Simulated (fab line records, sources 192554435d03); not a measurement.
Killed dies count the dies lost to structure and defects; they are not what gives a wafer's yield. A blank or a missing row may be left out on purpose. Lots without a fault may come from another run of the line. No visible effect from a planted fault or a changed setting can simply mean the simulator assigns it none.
Chamber matching || flow n5-finfet || rie-diel-04 running N5_MOL_CONTACT_COAG_DESCUM_88: 4 sister chambers
The step chemistry O2, time 7 s. 27 wafers are shown with their chamber, then 12 later ones without.

## EACH WAFER AND ITS CHAMBER
{"wafer": "L074.1", "chamber": 0, "drypump-motor-current-A (A)": 5.9, "showerhead-plenum-p-Torr (Torr)": 1.98, "oes-product-au (a.u.)": 0.73}
{"wafer": "L074.2", "chamber": 3, "drypump-motor-current-A (A)": 5.6, "showerhead-plenum-p-Torr (Torr)": 1.98, "oes-product-au (a.u.)": 0.73}
{"wafer": "L074.3", "chamber": 2, "drypump-motor-current-A (A)": 4.8, "showerhead-plenum-p-Torr (Torr)": 2.06, "oes-product-au (a.u.)": 0.94}
{"wafer": "L075.3", "chamber": 0, "drypump-motor-current-A (A)": 5.9, "showerhead-plenum-p-Torr (Torr)": 1.98, "oes-product-au (a.u.)": 0.72}
{"wafer": "L075.4", "chamber": 2, "drypump-motor-current-A (A)": 4.8, "showerhead-plenum-p-Torr (Torr)": 2.06, "oes-product-au (a.u.)": 0.94}
{"wafer": "L075.6", "chamber": 1, "drypump-motor-current-A (A)": 5.3, "showerhead-plenum-p-Torr (Torr)": 2.16, "oes-product-au (a.u.)": 0.72}
{"wafer": "L077.3", "chamber": 2, "drypump-motor-current-A (A)": 4.8, "showerhead-plenum-p-Torr (Torr)": 2.06, "oes-product-au (a.u.)": 0.92}
{"wafer": "L077.4", "chamber": 3, "drypump-motor-current-A (A)": 5.6, "showerhead-plenum-p-Torr (Torr)": 1.98, "oes-product-au (a.u.)": 0.72}
{"wafer": "L077.6", "chamber": 1, "drypump-motor-current-A (A)": 5.3, "showerhead-plenum-p-Torr (Torr)": 2.16, "oes-product-au (a.u.)": 0.72}
{"wafer": "L084.1", "chamber": 2, "drypump-motor-current-A (A)": 4.8, "showerhead-plenum-p-Torr (Torr)": 2.05, "oes-product-au (a.u.)": 0.88}
{"wafer": "L084.5", "chamber": 3, "drypump-motor-current-A (A)": 5.7, "showerhead-plenum-p-Torr (Torr)": 1.97, "oes-product-au (a.u.)": 0.71}
{"wafer": "L084.6", "chamber": 2, "drypump-motor-current-A (A)": 4.8, "showerhead-plenum-p-Torr (Torr)": 2.05, "oes-product-au (a.u.)": 0.88}
{"wafer": "L085.1", "chamber": 2, "drypump-motor-current-A (A)": 4.8, "showerhead-plenum-p-Torr (Torr)": 2.05, "oes-product-au (a.u.)": 0.89}
{"wafer": "L085.2", "chamber": 0, "drypump-motor-current-A (A)": 5.9, "showerhead-plenum-p-Torr (Torr)": 1.97, "oes-product-au (a.u.)": 0.71}
{"wafer": "L085.3", "chamber": 3, "drypump-motor-current-A (A)": 5.6, "showerhead-plenum-p-Torr (Torr)": 1.97, "oes-product-au (a.u.)": 0.71}
{"wafer": "L085.4", "chamber": 1, "drypump-motor-current-A (A)": 5.3, "showerhead-plenum-p-Torr (Torr)": 2.15, "oes-product-au (a.u.)": 0.71}
{"wafer": "L085.5", "chamber": 1, "drypump-motor-current-A (A)": 5.3, "showerhead-plenum-p-Torr (Torr)": 2.15, "oes-product-au (a.u.)": 0.71}
{"wafer": "L085.6", "chamber": 2, "drypump-motor-current-A (A)": 4.8, "showerhead-plenum-p-Torr (Torr)": 2.05, "oes-product-au (a.u.)": 0.89}
{"wafer": "L087.1", "chamber": 1, "drypump-motor-current-A (A)": 5.3, "showerhead-plenum-p-Torr (Torr)": 2.15, "oes-product-au (a.u.)": 0.71}
{"wafer": "L087.2", "chamber": 0, "drypump-motor-current-A (A)": 5.8, "showerhead-plenum-p-Torr (Torr)": 1.97, "oes-product-au (a.u.)": 0.70}
{"wafer": "L087.6", "chamber": 0, "drypump-motor-current-A (A)": 5.8, "showerhead-plenum-p-Torr (Torr)": 1.97, "oes-product-au (a.u.)": 0.71}
{"wafer": "L088.1", "chamber": 0, "drypump-motor-current-A (A)": 5.9, "showerhead-plenum-p-Torr (Torr)": 1.97, "oes-product-au (a.u.)": 0.70}
{"wafer": "L088.2", "chamber": 1, "drypump-motor-current-A (A)": 5.3, "showerhead-plenum-p-Torr (Torr)": 2.15, "oes-product-au (a.u.)": 0.70}
{"wafer": "L088.3", "chamber": 2, "drypump-motor-current-A (A)": 4.8, "showerhead-plenum-p-Torr (Torr)": 2.05, "oes-product-au (a.u.)": 0.89}
{"wafer": "L088.4", "chamber": 3, "drypump-motor-current-A (A)": 5.7, "showerhead-plenum-p-Torr (Torr)": 1.97, "oes-product-au (a.u.)": 0.70}
{"wafer": "L088.5", "chamber": 3, "drypump-motor-current-A (A)": 5.6, "showerhead-plenum-p-Torr (Torr)": 1.97, "oes-product-au (a.u.)": 0.70}
{"wafer": "L088.6", "chamber": 0, "drypump-motor-current-A (A)": 5.9, "showerhead-plenum-p-Torr (Torr)": 1.97, "oes-product-au (a.u.)": 0.71}

SIGNATURES (means of the wafers above)
{"reading": "drypump-motor-current-A", "chamber 0": 5.871, "chamber 1": 5.300, "chamber 2": 4.800, "chamber 3": 5.633, "scatter within a chamber": 0.0347}
{"reading": "showerhead-plenum-p-Torr", "chamber 0": 1.9729, "chamber 1": 2.1533, "chamber 2": 2.0537, "chamber 3": 1.9733, "scatter within a chamber": 0.00509}
{"reading": "oes-product-au", "chamber 0": 0.7114, "chamber 1": 0.7117, "chamber 2": 0.9038, "chamber 3": 0.7117, "scatter within a chamber": 0.0165}
Rule: a wafer's distance from a chamber is the root of the sum, over the readings, of the square of ((its reading less the chamber's mean) divided by the reading's scatter). If the next closest chamber is less than 2 further off than the closest, the wafer can't be placed; otherwise it belongs to the closest. The scatter: the root of (the sum of the squares of (reading less its chamber's mean) over the shown wafers, divided by (wafers less chambers)).

## WAFERS WITHOUT THEIR CHAMBER
{"wafer": "L091.1", "drypump-motor-current-A (A)": 5.7, "showerhead-plenum-p-Torr (Torr)": 1.97, "oes-product-au (a.u.)": 0.69}
{"wafer": "L091.3", "drypump-motor-current-A (A)": 5.3, "showerhead-plenum-p-Torr (Torr)": 2.15, "oes-product-au (a.u.)": 0.70}
{"wafer": "L091.4", "drypump-motor-current-A (A)": 4.8, "showerhead-plenum-p-Torr (Torr)": 2.05, "oes-product-au (a.u.)": 0.88}
{"wafer": "L096.1", "drypump-motor-current-A (A)": 5.3, "showerhead-plenum-p-Torr (Torr)": 2.14, "oes-product-au (a.u.)": 0.70}
{"wafer": "L096.2", "drypump-motor-current-A (A)": 5.6, "showerhead-plenum-p-Torr (Torr)": 1.97, "oes-product-au (a.u.)": 0.70}
{"wafer": "L096.4", "drypump-motor-current-A (A)": 4.8, "showerhead-plenum-p-Torr (Torr)": 2.05, "oes-product-au (a.u.)": 0.86}
{"wafer": "L097.1", "drypump-motor-current-A (A)": 5.9, "showerhead-plenum-p-Torr (Torr)": 1.97, "oes-product-au (a.u.)": 0.69}
{"wafer": "L097.2", "drypump-motor-current-A (A)": 5.7, "showerhead-plenum-p-Torr (Torr)": 1.97, "oes-product-au (a.u.)": 0.69}
{"wafer": "L097.3", "drypump-motor-current-A (A)": 5.3, "showerhead-plenum-p-Torr (Torr)": 2.14, "oes-product-au (a.u.)": 0.70}
{"wafer": "L097.4", "drypump-motor-current-A (A)": 4.8, "showerhead-plenum-p-Torr (Torr)": 2.05, "oes-product-au (a.u.)": 0.86}
{"wafer": "L097.5", "drypump-motor-current-A (A)": 4.8, "showerhead-plenum-p-Torr (Torr)": 2.05, "oes-product-au (a.u.)": 0.87}
{"wafer": "L097.6", "drypump-motor-current-A (A)": 5.3, "showerhead-plenum-p-Torr (Torr)": 2.14, "oes-product-au (a.u.)": 0.69}

## CHAMBER TAKEN BY EACH
{"wafer": "L091.1", "from the rows above": 3, "in truth": 3}
{"wafer": "L091.3", "from the rows above": 1, "in truth": 1}
{"wafer": "L091.4", "from the rows above": 2, "in truth": 2}
{"wafer": "L096.1", "from the rows above": 1, "in truth": 1}
{"wafer": "L096.2", "from the rows above": 3, "in truth": 3}
{"wafer": "L096.4", "from the rows above": 2, "in truth": 2}
{"wafer": "L097.1", "from the rows above": 0, "in truth": 0}
{"wafer": "L097.2", "from the rows above": 3, "in truth": 3}
{"wafer": "L097.3", "from the rows above": 1, "in truth": 1}
{"wafer": "L097.4", "from the rows above": 2, "in truth": 2}
{"wafer": "L097.5", "from the rows above": 2, "in truth": 2}
{"wafer": "L097.6", "from the rows above": 1, "in truth": 1}
Correct placement for 12 of the 12. Can't be placed from these rows: 0. Wrongly placed: 0.
